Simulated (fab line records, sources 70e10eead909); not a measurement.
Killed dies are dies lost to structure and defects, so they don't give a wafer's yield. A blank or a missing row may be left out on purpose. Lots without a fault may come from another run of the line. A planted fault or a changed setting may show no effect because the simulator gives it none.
fab line records | flow nand_harc
record lots=13 wafers=39 last_day=33
route steps=1302 shown THIN_TSV@1265 END@1302
lots that met no fault: from a run of the same line without faults
start_h: hours from the record's first day to the start of the lot's first wafer shown | wait_h: hours since the lot's step before | " the same as in the row above | L1.1+2: a row that stands for several wafers | - no value, or no start given | * or withheld: withheld | < > ~ a bound
route shown NAME@n: a module of which the file shows steps, and the number in the route of the first | usual: mean/standard deviation of fault-free wafers | same: alike in all rows | chamber/n: place in a boat | sites: the reading at each site | _std_site: their standard deviation | _edge_site: outer sites' mean less inner sites' | radius_mm: how far each site lies from the wafer's centre | mask NAME#n: copy n | behind: the tool/chamber that last shaped the wafer | hold: why the lot was held/for how many hours/how that ended | device: the transistor (n, p or np) that didn't switch | end of line: the same wafers' tests at the end of the route | a step without rows: its recipe alone | killed: dies lost to structure and defects at the first sort, not the wafer's yield | map: a wafer's dies, x killed, . not, _ none there
set.NAME: the setting as run; set.NAME@STEP: as run at that earlier step | model.NAME: the simulator's own value behind a step, which no gauge read
steps of the route over a sample of lots; a table a step, a row a wafer
services: from which hour (start_h, from the record's first day; less than 0 if before it) a tool's chamber was out of use, for how many hours, and why
## steps
# step NHARC_THIN_TSV_STRIP_45
# recipe power_w=1500 temp_c=250 chemistry=O2
# usual drypump_motor_current_A=6.0/0.69 heater_power_w=329/38
# columns lot.wafer tool chamber start_h wait_h drypump_motor_current_A heater_power_w rf_hours_counter_h
L439.2 plasma_asher-01 1 563.37 0.1 6.2 361 9
L439.3 " 0 " " 6.6 281 -
L439.5 " 1 " " 6.2 354 -
L441.4 plasma_asher-02 0 576.59 0.2 6.3 317 -
L441.3 " 1 " " 4.7 373 -
L441.5 " 1 " " 4.7 374 -
L442.2 plasma_asher-01 0 609.73 0.1 6.6 282 18
L442.3 " 0 " " 6.5 273 -
L442.5 " 1 " " 6.3 360 -
L443.1 plasma_asher-02 0 618.79 0.1 6.3 301 1
L443.4 " 0 " " 6.3 300 -
L443.6 " 0 " " 6.3 302 -
L445.1 plasma_asher-01 0 619.95 0.1 6.6 280 20
L445.2 " 1 " " 6.3 359 20
L445.3 " 1 " " 6.3 353 -
L450.2 plasma_asher-02 1 647.86 0.1 4.7 375 7
L450.1 " 0 " " 6.3 296 7
L450.5 " 0 " " 6.3 307 -
L448.2 plasma_asher-01 1 655.08 0.1 6.3 354 28
L448.6 " 0 " " 6.6 280 -
L448.5 " 1 " " 6.3 350 -
L453.1 plasma_asher-02 1 702.70 0.3 4.7 385 20
L453.2 " 0 " " 6.3 309 20
L453.3 " 1 " " 4.7 376 -
L452.2 plasma_asher-02 1 703.58 0.1 4.7 376 20
L452.5 " 0 " " 6.3 303 -
L452.6 " 1 " " 4.7 377 -
L454.1 plasma_asher-02 1 704.93 0.1 4.7 378 20
L454.4 " 1 " " 4.7 381 -
L454.5 " 0 " " 6.3 299 -
L459.2 plasma_asher-01 0 758.74 0.1 6.6 288 11
L459.1 " 1 " " 6.3 348 11
L459.5 " 1 " " 6.2 338 -
L461.1 plasma_asher-01 1 768.13 0.1 6.3 341 13
L461.3 " 0 " " 6.6 285 -
L461.6 " 0 " " 6.5 290 -
L460.3 plasma_asher-02 0 772.47 0.2 6.3 299 -
L460.5 " 0 " " 6.3 300 -
L460.6 " 1 " " 4.7 386 -
# step NHARC_THIN_TSV_ECD_20
# recipe target_thk_a=20000 material=Cu
# columns lot.wafer tool chamber start_h wait_h
L439.2+3+5 ecd_cu-01 1,0,0 565.55 -
L441.4+3+5 ecd_cu-02 1,0,0 578.88 -
L442.2+3+5 ecd_cu-01 1 611.89 -
L443.1+4+6 ecd_cu-02 1,0,0 620.95 -
L445.2+1+3 ecd_cu-02 1,0,1 622.15 -
L450.1+2+5 ecd_cu-02 1,0,0 650.31 -
L448.2+6+5 ecd_cu-01 1,0,1 657.31 -
L453.2+1+3 ecd_cu-01 1,0,1 704.98 -
L452.2+6+5 ecd_cu-02 1,0,1 705.90 -
L454.1+4+5 ecd_cu-01 0,1,1 707.14 -
L459.2+1+5 ecd_cu-01 1,0,1 760.94 -
L461.1+3+6 ecd_cu-02 0,1,1 770.29 -
L460.3+5+6 ecd_cu-01 0,0,1 774.84 -
# step NHARC_THIN_TSV_ANNEAL_52
# recipe temp_c=225 time_s=90
# usual wafer_temp_C_max=226.8/0.36
# columns lot.wafer tool chamber start_h wait_h wafer_temp_C_max
L439.2 rtp_anneal-01 0 566.32 0.7 226.6
L439.3 " 0 " " 227.2
L439.5 " 0 " " 226.3
L441.3 rtp_anneal-01 0 579.51 0.4 227.0
L441.4 " 0 " " 226.4
L441.5 " 0 " " 226.4
L442.2 rtp_anneal-02 0 612.67 0.7 227.4
L442.3 " 0 " " 226.6
L442.5 " 0 " " 226.6
L443.1 rtp_anneal-02 0 621.68 0.6 227.5
L443.4 " 0 " " 226.8
L443.6 " 0 " " 226.3
L445.1 rtp_anneal-02 0 622.88 0.5 226.9
L445.2 " 0 " " 226.2
L445.3 " 0 " " 226.7
L450.1 rtp_anneal-02 0 651.03 0.6 226.5
L450.2 " 0 " " 226.5
L450.5 " 0 " " 226.6
L448.2 rtp_anneal-01 0 657.99 0.6 225.9
L448.5 " 0 " " 226.6
L448.6 " 0 " " 227.0
L453.1 rtp_anneal-02 0 705.70 0.5 226.9
L453.2 " 0 " " 227.0
L453.3 " 0 " " 226.6
L452.2 rtp_anneal-02 0 706.58 0.6 226.8
L452.5 " 0 " " 226.6
L452.6 " 0 " " 227.0
L454.1 rtp_anneal-01 0 707.86 0.6 227.0
L454.4 " 0 " " 227.0
L454.5 " 0 " " 226.1
L459.1 rtp_anneal-02 0 761.66 0.5 226.6
L459.2 " 0 " " 226.6
L459.5 " 0 " " 227.0
L461.1 rtp_anneal-02 0 771.02 0.6 226.7
L461.3 " 0 " " 227.0
L461.6 " 0 " " 227.1
L460.3 rtp_anneal-02 0 775.48 0.5 226.6
L460.5 " 0 " " 226.4
L460.6 " 0 " " 227.1
# step NHARC_THIN_TSV_DEGAS_53
# recipe temp_c=300 time_s=60
# usual heater_power_w=462/44
# columns lot.wafer tool chamber start_h wait_h heater_power_w
L439.2 pvd_sputter-03 - 567.11 0.1 427
L439.3 " - " " 514
L439.5 " - " " 561
L441.3 pvd_sputter-02 - 580.20 0.1 400
L441.4 " - " " 457
L441.5 " - " " 464
L442.3 pvd_sputter-01 - 613.41 0.1 413
L442.2 " - " " 491
L442.5 " - " " 484
L443.4 pvd_sputter-01 - 622.79 0.1 471
L443.1 " - " " 422
L443.6 " - " " 461
L445.3 pvd_sputter-02 - 624.00 0.1 464
L445.1 " - " " 431
L445.2 " - " " 492
L450.2 pvd_sputter-01 - 651.84 0.1 410
L450.1 " - " " 410
L450.5 " - " " 480
L448.2 pvd_sputter-03 - 658.77 0.1 545
L448.6 " - " " 515
L448.5 " - " " 450
L453.1 pvd_sputter-02 - 706.53 0.1 452
L453.2 " - " " 388
L453.3 " - " " 467
L452.2 pvd_sputter-02 - 707.33 0.1 467
L452.5 " - " " 466
L452.6 " - " " 453
L454.4 pvd_sputter-02 - 708.68 0.1 393
L454.1 " - " " 462
L454.5 " - " " 452
L459.1 pvd_sputter-02 - 762.48 0.1 462
L459.2 " - " " 457
L459.5 " - " " 501
L461.3 pvd_sputter-03 - 771.83 0.1 572
L461.1 " - " " 443
L461.6 " - " " 564
L460.3 pvd_sputter-01 - 776.18 0.1 420
L460.6 " - " " 440
L460.5 " - " " 463
# step NHARC_END_SORT_01
# recipe temp_c=25
# usual defect_limited_yield=91.6/2.8 killed_at_array=53/19 killed_at_other=0.8/1.2 killed_at_periphery=3.7/2.3 killed_dies=57/19 killed_open=3.2/1.7 killed_short=2.6/1.8 sort_bin_2_pct=3.0/1.2 sort_bin_3_pct=0.7/0.4 sort_bin_4_pct=4.8/1.5 sort_n_pass=620/19 sort_rim_yield_pct=90/4.8 sort_yield_pct=91.6/2.8
# same gross_dies=677 sort_bin_5_pct[%]=0 sort_bin_6_pct[%]=0 sort_bin_7_pct[%]=0 sort_bin_8_pct[%]=0 sort_rim_n_gross=106.00
# columns lot.wafer tool chamber start_h wait_h defect_limited_yield[%] killed_at_array killed_at_other killed_at_periphery killed_dies killed_open killed_short sort_bin_2_pct[%] sort_bin_3_pct[%] sort_bin_4_pct[%] sort_n_pass sort_rim_yield_pct[%] sort_yield_pct[%]
L442.2 prober-01 0 624.27 2.8 87.3 85 0 1 86 3 0 5.6 0.9 6.2 591 82 87.3
L442.3 prober-01 0 625.07 3.1 85.5 95 0 3 98 3 3 5.9 1.2 7.4 579 86 85.5
L442.5 prober-01 0 626.66 3.7 87.7 82 0 1 83 0 0 5.8 0.9 5.6 594 78 87.7
L454.1 prober-01 0 716.64 2.5 0 51 623 3 677 3 1 94.7 1.0 4.3 0 0 0
L454.4 prober-01 0 719.04 3.4 0 59 615 3 677 2 1 93.9 0.1 5.9 0 0 0
L454.5 prober-01 0 719.85 3.7 0 62 611 4 677 3 5 94.4 0.4 5.2 0 0 0
L453.1 prober-02 0 716.74 2.5 0 74 603 0 677 2 4 92.0 1.3 6.6 0 0 0
L453.2 prober-02 0 717.56 2.9 0 82 590 5 677 3 0 91.7 1.5 6.8 0 0 0
L453.3 prober-02 0 718.38 3.2 0 81 593 3 677 4 3 92.5 1.0 6.5 0 0 0
L452.2 prober-01 0 725.23 2.8 0 32 643 2 677 2 0 96.3 0.3 3.4 0 0 0
L452.5 prober-01 0 727.61 3.7 0 25 649 3 677 3 1 96.8 0.3 3.0 0 0 0
L452.6 prober-01 0 728.40 4.0 0 22 652 3 677 3 2 97.2 0.3 2.5 0 0 0
# killed by level:class
L442.2 A_CHANNEL_HOLE_D1:chamber_film_flake=26 A_CHANNEL_HOLE_D2:chamber_film_flake=26 A_SLIT:chamber_film_flake=18 A_STAIRCASE:chamber_film_flake=4 A_CONTACT:chamber_film_flake=4 A_BLC:chamber_film_flake=3 A_DECK1_JOINT:geometric_particle:open=2 A_SOURCE_PLATE:geometric_particle:open=1
L442.3 A_CHANNEL_HOLE_D2:chamber_film_flake=30 A_SLIT:chamber_film_flake=28 A_CHANNEL_HOLE_D1:chamber_film_flake=17 A_CONTACT:chamber_film_flake=9 A_STAIRCASE:chamber_film_flake=3 A_BLC:chamber_film_flake=3 P_CONTACT:geometric_particle:open=1 A_ONON_D1:geometric_particle:short=1
L442.5 A_CHANNEL_HOLE_D2:chamber_film_flake=23 A_SLIT:chamber_film_flake=23 A_CHANNEL_HOLE_D1:chamber_film_flake=22 A_CONTACT:chamber_film_flake=7 A_BLC:chamber_film_flake=4 A_STAIRCASE:chamber_film_flake=2 P_BONDPAD:chamber_film_flake=1 A_CHANNEL_FILL_D2:chamber_film_flake=1
L454.1 THIN_TSV:area_ecd=622 A_SLIT:chamber_film_flake=22 A_CHANNEL_HOLE_D2:chamber_film_flake=17 A_CONTACT:chamber_film_flake=3 A_M0:chamber_film_flake=2 P_CONTACT:geometric_particle:open=1 A_ONON_D1:geometric_particle:open=1 A_CHANNEL_FILL_D2:geometric_particle:open=1
L453.1 THIN_TSV:area_ecd=603 A_SLIT:chamber_film_flake=27 A_CHANNEL_HOLE_D1:chamber_film_flake=18 A_CHANNEL_HOLE_D2:chamber_film_flake=16 A_STAIRCASE:chamber_film_flake=3 A_CHANNEL_FILL_D1:geometric_particle:short=2 A_ONON_D1:geometric_particle:short=1 A_DECK1_JOINT:geometric_particle:open=1
L453.2 THIN_TSV:area_ecd=590 A_CHANNEL_HOLE_D1:chamber_film_flake=33 A_SLIT:chamber_film_flake=28 A_CHANNEL_HOLE_D2:chamber_film_flake=16 P_STI:chamber_film_flake=2 A_STAIRCASE:chamber_film_flake=2 P_CONTACT:geometric_particle:open=1 P_M2:geometric_particle:open=1
L453.3 THIN_TSV:area_ecd=592 A_SLIT:chamber_film_flake=27 A_CHANNEL_HOLE_D1:chamber_film_flake=21 A_CHANNEL_HOLE_D2:chamber_film_flake=18 A_STAIRCASE:chamber_film_flake=6 A_M0:chamber_film_flake=2 P_M2:geometric_particle:open=1 A_SOURCE_PLATE:geometric_particle:short=1
L454.4 THIN_TSV:area_ecd=613 A_SLIT:chamber_film_flake=34 A_CHANNEL_HOLE_D2:chamber_film_flake=13 P_STI:chamber_film_flake=2 THIN_TSV:chamber_film_flake=2 A_CHANNEL_HOLE_D1:chamber_film_flake=2 A_STAIRCASE:chamber_film_flake=2 A_CONTACT:chamber_film_flake=2
L454.5 THIN_TSV:area_ecd=611 A_SLIT:chamber_film_flake=33 A_CHANNEL_HOLE_D2:chamber_film_flake=11 A_SGD_CUT:geometric_particle:short=2 A_CHANNEL_HOLE_D1:chamber_film_flake=2 A_DECK1_JOINT:chamber_film_flake=2 A_CHANNEL_FILL_D2:chamber_film_flake=2 A_STAIRCASE:chamber_film_flake=2
L452.2 THIN_TSV:area_ecd=643 A_CONTACT:chamber_film_flake=10 A_CHANNEL_HOLE_D1:chamber_film_flake=7 A_SLIT:chamber_film_flake=4 A_WL_FILL:chamber_film_flake=4 A_STAIRCASE:chamber_film_flake=2 A_DECK1_JOINT:geometric_particle:open=1 A_M0:geometric_particle:open=1
L452.5 THIN_TSV:area_ecd=649 A_CONTACT:chamber_film_flake=8 A_CHANNEL_HOLE_D1:chamber_film_flake=5 A_SLIT:chamber_film_flake=5 P_M0:chamber_film_flake=2 A_STAIRCASE:chamber_film_flake=2 P_M0:geometric_particle:open=1 A_ONON_D2:geometric_particle:short=1
L452.6 THIN_TSV:area_ecd=652 A_CHANNEL_HOLE_D1:chamber_film_flake=5 A_SLIT:chamber_film_flake=5 P_STI:chamber_film_flake=2 A_DECK1_JOINT:chamber_film_flake=2 A_STAIRCASE:chamber_film_flake=2 A_CONTACT:chamber_film_flake=2 P_M0:geometric_particle:open=1
## services
# columns tool chamber start_h hours kind
ecd_cu-02 - 541.73 0.8 repair
plasma_asher-02 - 553.89 8.4 repair
pvd_sputter-02 - 559.35 4.8 repair
pvd_sputter-01 - 582.00 10.0 pm
ecd_cu-02 - 596.00 8.0 pm
pvd_sputter-01 - 599.31 5.2 repair
plasma_asher-02 - 603.00 9.0 pm
pvd_sputter-03 - 622.75 2.2 repair
ecd_cu-01 - 623.83 4.8 repair
ecd_cu-02 - 626.11 0.8 repair
ecd_cu-01 - 631.53 1.6 repair
pvd_sputter-02 - 638.00 10.0 pm
ecd_cu-01 - 659.16 1.3 repair
ecd_cu-01 - 688.00 8.0 pm
plasma_asher-01 - 696.72 9.0 pm
ecd_cu-02 - 728.01 1.3 repair
ecd_cu-02 - 731.49 0.8 repair
pvd_sputter-01 - 733.25 1.5 repair
rtp_anneal-02 - 744.00 12.0 pm
ecd_cu-01 - 750.87 1.1 repair
plasma_asher-02 - 756.87 1.1 repair
pvd_sputter-01 - 760.00 10.0 pm
ecd_cu-02 - 772.00 8.0 pm
plasma_asher-01 - 774.05 1.0 repair
## key
first_sign step=NHARC_END_SORT_01 reading=killed_at_other direction=up sigmas=99+ usual=0.8 struck=619.9
effect step=NHARC_END_SORT_01 reading=sort_bin_2_pct direction=up sigmas=74 usual=3.0 struck=94.4
more_kills_born_at NHARC_THIN_TSV_ECD_20@ecd_cu-01=3631 NHARC_THIN_TSV_ECD_20@ecd_cu-02=1944
met_at NHARC_THIN_TSV_ECD_20
struck_lots L452,L453,L454
later_rows_left_out L452.2,L452.5,L452.6,L453.1,L453.2,L453.3,L454.1,L454.4,L454.5
not_acting_at NHARC_THIN_TSV_STRIP_45,NHARC_THIN_TSV_ANNEAL_52,NHARC_THIN_TSV_DEGAS_53
onset_between 657.31 704.98
fault kind=skipped_step_whole tool=ecd_cu-01,ecd_cu-02 chamber=- onset_h=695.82 steps=NHARC_THIN_TSV_ECD_20 scope=struck_lots_only
# later_rows_left_out: the simulator's readings of these wafers behind a module that went badly wrong aren't trusted and aren't shown, but for the sort
